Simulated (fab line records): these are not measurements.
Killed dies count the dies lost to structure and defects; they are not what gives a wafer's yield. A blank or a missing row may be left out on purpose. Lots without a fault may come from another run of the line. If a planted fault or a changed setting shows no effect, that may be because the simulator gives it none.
Matching of chambers    flow n5 finfet    rie diel-04 running N5_MOL_CONTACT_COAG_ETCHBACK_132: 4 sister chambers
The step etches SiO2 in CHF3, target depth 10 nm, time 6.7 s. 8 wafers are shown with their chamber, then 7 later ones without.

WAFERS, EACH WITH ITS CHAMBER
wafer   chamber  rf vpp V (V)  showerhead plenum p Torr (Torr)
L323.6  0        538           2.47
L324.2  0        538           2.47
L326.3  2        556           2.47
L328.3  1        518           2.28
L328.4  3        514           2.44
L328.6  3        514           2.44
L335.2  1        517           2.27
L335.5  2        555           2.46

WAFERS MISSING THEIR CHAMBER
wafer   rf vpp V (V)  showerhead plenum p Torr (Torr)
L335.6  537           2.46
L334.1  517           2.28
L334.2  538           2.46
L334.4  554           2.46
L341.1  537           2.45
L341.5  514           2.43
L341.6  537           2.45

WHICH CHAMBER EACH ONE RAN IN
wafer   from the rows above  in truth
L335.6  0                    0
L334.1  1                    1
L334.2  0                    0
L334.4  2                    2
L341.1  0                    0
L341.5  3                    3
L341.6  0                    0
Correctly placed: 7 of 7. Left unplaced by these rows: 0. Wrongly placed: 0.
How it was worked out, from the rows above alone: a wafer's distance from a chamber is the root of the sum, over the readings, of the square of ((its reading less the chamber's mean) divided by the reading's scatter). If the next closest chamber is less than 2 further off than the closest, the wafer can't be placed; otherwise it belongs to the closest. A chamber's mean is the mean of its shown wafers. The scatter: take each reading less its chamber's mean, square it, sum over the shown wafers, divide by the number of wafers less the number of chambers, and take the root.
